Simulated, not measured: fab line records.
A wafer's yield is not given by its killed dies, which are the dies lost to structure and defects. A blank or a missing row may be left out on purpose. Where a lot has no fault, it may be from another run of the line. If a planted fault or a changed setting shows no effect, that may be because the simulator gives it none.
Which tool was responsible? | flow n5 finfet | 10 lots with 30 wafers sampled at 4 steps, on a route of 1938 steps

WHAT EACH GAUGE READ, for each wafer
N5_BEOL_M10_OCD_MEAS_38. Usual: trench depth nm reads 147.7 nm (standard deviation 2.1).
lot  | measured     | on     | trench depth nm (nm) | flag
L220 | day 10 14:54 | ocd-01 | 146.8 144.2 145.9    |
L223 | day 11 02:04 | ocd-02 | 146.4 143.4 148.5    |
L226 | day 12 04:56 | ocd-01 | 144.2 149.5 149.1    |
L228 | day 12 18:37 | ocd-02 | 150.6 147.1 149.9    |
L230 | day 13 05:13 | ocd-01 | 150.3 145.9 148.5    |
L231 | day 13 22:43 | ocd-01 | 143.5 151.0 145.5    |
L235 | day 14 00:58 | ocd-01 | 149.0 150.2 151.5    |
L236 | day 14 18:10 | ocd-02 | 144.0 146.9 150.0    |
L239 | day 15 11:01 | ocd-01 | 146.3 150.0 149.8    |
L242 | day 15 20:23 | ocd-01 | 150.5 149.9 145.4    |

EACH LOT AND THE TOOL THAT RAN IT (in order: tool; ch and the chambers of the sampled wafers; start)
lot  | N5_BEOL_M10_HM_OPEN_17            | N5_BEOL_M10_ETCH_41                           | N5_BEOL_M10_STRIP_77
L220 | rie metal-03 ch 0,1, day 10 12:06 | rie diel-05 ch 0,3, day 10 14:49 or earlier   | rie diel-05 ch 0,3, day 10 14:49
L223 | rie metal-02 ch 0,1, day 10 23:11 | rie diel-01 ch 0,1,3, day 11 01:59 or earlier | rie diel-01 ch 0,1,3, day 11 01:59
L226 | rie metal-01 ch 1, day 12 00:55   | rie diel-05 ch 1,2, day 12 04:52 or earlier   | rie diel-05 ch 1,2, day 12 04:52
L228 | rie metal-01 ch 0,1, day 12 16:49 | rie diel-01 ch 0,2,3, day 12 18:32 or earlier | rie diel-01 ch 0,2,3, day 12 18:32
L230 | rie metal-03 ch 0,1, day 13 03:50 | rie diel-01 ch 1,2,3, day 13 05:07 or earlier | rie diel-01 ch 1,2,3, day 13 05:07
L231 | rie metal-01 ch 0,1, day 13 20:47 | rie diel-05 ch 0,3, day 13 22:38 or earlier   | rie diel-05 ch 0,3, day 13 22:38
L235 | rie metal-03 ch 0,1, day 13 23:47 | rie diel-01 ch 2,3, day 14 00:53 or earlier   | rie diel-01 ch 2,3, day 14 00:53
L236 | rie metal-02 ch 0,1, day 14 17:07 | rie diel-01 ch 1,2,3, day 14 18:05 or earlier | rie diel-01 ch 1,2,3, day 14 18:05
L239 | rie metal-02 ch 0,1, day 15 06:26 | rie diel-05 ch 0,1,3, day 15 10:56 or earlier | rie diel-05 ch 0,1,3, day 15 10:56
L242 | rie metal-01 ch 0,1, day 15 19:03 | rie diel-05 ch 0,1,2, day 15 20:19 or earlier | rie diel-05 ch 0,1,2, day 15 20:19
- N5_BEOL_M10_HM_OPEN_17: chemistry Cl2/BCl3, target TiN, target depth 20 nm, overetch 6 nm.
- N5_BEOL_M10_ETCH_41: etches SiCN in CH3F/O2, target depth 42.6 nm, time 86 s.
- N5_BEOL_M10_STRIP_77: strips in N2/H2, time 10 s.

AS READ BY THE TOOLS THEMSELVES (means over the sampled wafers that have a number; for cases with no such wafer, the mark the record gives instead)
N5_BEOL_M10_HM_OPEN_17. Usual: drypump motor current A 5.8 A, standard deviation 0.45; he backside leak sccm 3.40 sccm, standard deviation 0.22; mfc cl2 sccm 53.25 sccm, standard deviation 0.21; oes product au 0.65 a.u., standard deviation 0.056; throttle valve pct 22.04 %, standard deviation 0.086.
lot  | tool         | drypump motor current A (A) | he backside leak sccm (sccm) | mfc cl2 sccm (sccm) | oes product au (a.u.) | throttle valve pct (%) | flag
L220 | rie metal-03 | 5.4                         | 3.38                         | 53.20               | 0.68                  | 22.04                  |
L223 | rie metal-02 | 5.6                         | 3.62                         | 53.15               | 0.64                  | 22.08                  |
L226 | rie metal-01 | 5.8                         | 3.66                         | 53.23               | 0.63                  | 21.95                  |
L228 | rie metal-01 | 6.3                         | 3.60                         | 53.12               | 0.67                  | 22.03                  |
L230 | rie metal-03 | 5.5                         | 3.31                         | 53.24               | 0.63                  | 22.05                  |
L231 | rie metal-01 | 6.1                         | 3.54                         | 53.42               | 0.63                  | 22.01                  |
L235 | rie metal-03 | 5.5                         | 3.27                         | 53.01               | 0.63                  | 22.05                  |
L236 | rie metal-02 | 5.8                         | 3.30                         | 53.10               | 0.67                  | 21.98                  |
L239 | rie metal-02 | 5.6                         | 3.35                         | 53.33               | 0.62                  | 22.09                  |
L242 | rie metal-01 | 6.1                         | 3.60                         | 52.94               | 0.62                  | 22.02                  |

N5_BEOL_M10_ETCH_41. Usual: drypump motor current A 5.7 A, standard deviation 0.45; oes product au 0.79 a.u., standard deviation 0.091; rf vpp V 297.4 V, standard deviation 1.5; showerhead plenum p Torr 2.01 Torr, standard deviation 0.066; throttle valve pct 16.19 %, standard deviation 0.26.
lot  | tool        | drypump motor current A (A) | oes product au (a.u.) | rf vpp V (V) | showerhead plenum p Torr (Torr) | throttle valve pct (%) | flag
L220 | rie diel-05 | 5.3                         | 0.70                  | 296.8        | 2.00                            | 16.50                  |
L223 | rie diel-01 | 5.6                         | 0.80                  | 298.0        | 2.01                            | 16.01                  |
L226 | rie diel-05 | 6.2                         | 0.84                  | 297.4        | 1.96                            | 16.20                  |
L228 | rie diel-01 | 5.3                         | 0.82                  | 299.0        | 2.08                            | 15.98                  |
L230 | rie diel-01 | 5.5                         | 0.75                  | 297.9        | 2.03                            | 16.17                  |
L231 | rie diel-05 | 5.3                         | 0.76                  | 298.0        | 2.00                            | 16.38                  |
L235 | rie diel-01 | 5.3                         | 0.77                  | 299.5        | 2.10                            | 16.12                  |
L236 | rie diel-01 | 5.5                         | 0.72                  | 297.6        | 2.03                            | 16.21                  |
L239 | rie diel-05 | 5.6                         | 0.81                  | 297.0        | 1.98                            | 16.24                  |
L242 | rie diel-05 | 5.9                         | 0.90                  | 296.7        | 1.98                            | 16.09                  |

N5_BEOL_M10_STRIP_77. Usual: value, then standard deviation, for each; bias power w 7.003 W / 0.022; chamber pressure mTorr 20.000 mTorr / 0.018; drypump motor current A 5.7 A / 0.45; oes product au 0.79 a.u. / 0.089; rf vpp V 59.2 V / 0.88; showerhead plenum p Torr 2.55 Torr / 0.085; throttle valve pct 23.51 % / 0.3.
lot  | tool        | bias power w (W) | chamber pressure mTorr (mTorr) | drypump motor current A (A) | oes product au (a.u.) | rf vpp V (V) | showerhead plenum p Torr (Torr) | throttle valve pct (%) | flag
L220 | rie diel-05 | 7.001            | 19.996                         | 5.3                         | 0.70                  | 60.0         | 2.55                            | 23.80                  |
L223 | rie diel-01 | 7.014            | 19.983                         | 5.6                         | 0.80                  | 58.9         | 2.56                            | 23.28                  |
L226 | rie diel-05 | 6.993            | 19.997                         | 6.2                         | 0.84                  | 59.2         | 2.50                            | 23.67                  |
L228 | rie diel-01 | 7.010            | 19.989                         | 5.3                         | 0.81                  | 59.2         | 2.64                            | 23.36                  |
L230 | rie diel-01 | 6.982            | 20.005                         | 5.5                         | 0.74                  | 59.8         | 2.58                            | 23.50                  |
L231 | rie diel-05 | 7.006            | 19.986                         | 5.3                         | 0.77                  | 59.1         | 2.54                            | 23.71                  |
L235 | rie diel-01 | 6.999            | 14.023                         | 5.3                         | 0.77                  | 59.3         | 2.66                            | 23.57                  | OFF
L236 | rie diel-01 | 6.989            | 14.006                         | 5.5                         | 0.74                  | 59.4         | 2.58                            | 23.51                  | OFF
L239 | rie diel-05 | 7.012            | 19.988                         | 5.6                         | 0.81                  | 59.1         | 2.52                            | 23.64                  |
L242 | rie diel-05 | 7.003            | 19.991                         | 5.9                         | 0.89                  | 58.7         | 2.52                            | 23.57                  |

THE ANSWER, worked out from the rows above alone
Rule: lot off if the mean of its wafers having a number is beyond 3 standard deviations from the usual mean. Also off: a lot with no number at a reading for which 4 or more lots have one. The other lots that the step has rows for count as sound. First the gauges in route order, then the tools' own readings, where a lot's mean is used as printed above. At the first step where some lot is off, the reading lying furthest off is the one used; lots without a number count as furthest.
Off, at N5_BEOL_M10_STRIP_77 on chamber pressure mTorr: L235, L236.
If a tool, at that step or one of the process steps before it, ran each lot that is off and ran no sound lot following the first of them, it fits. With no start given for some of its lots, N5_BEOL_M10_ETCH_41 uses the hours and lot order of N5_BEOL_M10_STRIP_77. One candidate fits, namely rie diel-01 at N5_BEOL_M10_ETCH_41 and N5_BEOL_M10_STRIP_77. At N5_BEOL_M10_ETCH_41 its last sound lot is L230 (day 13 05:07), its first lot that is off L235 (day 14 00:53): a fault that began between those two fits.

WHAT WAS PUT IN BY THE SIMULATOR
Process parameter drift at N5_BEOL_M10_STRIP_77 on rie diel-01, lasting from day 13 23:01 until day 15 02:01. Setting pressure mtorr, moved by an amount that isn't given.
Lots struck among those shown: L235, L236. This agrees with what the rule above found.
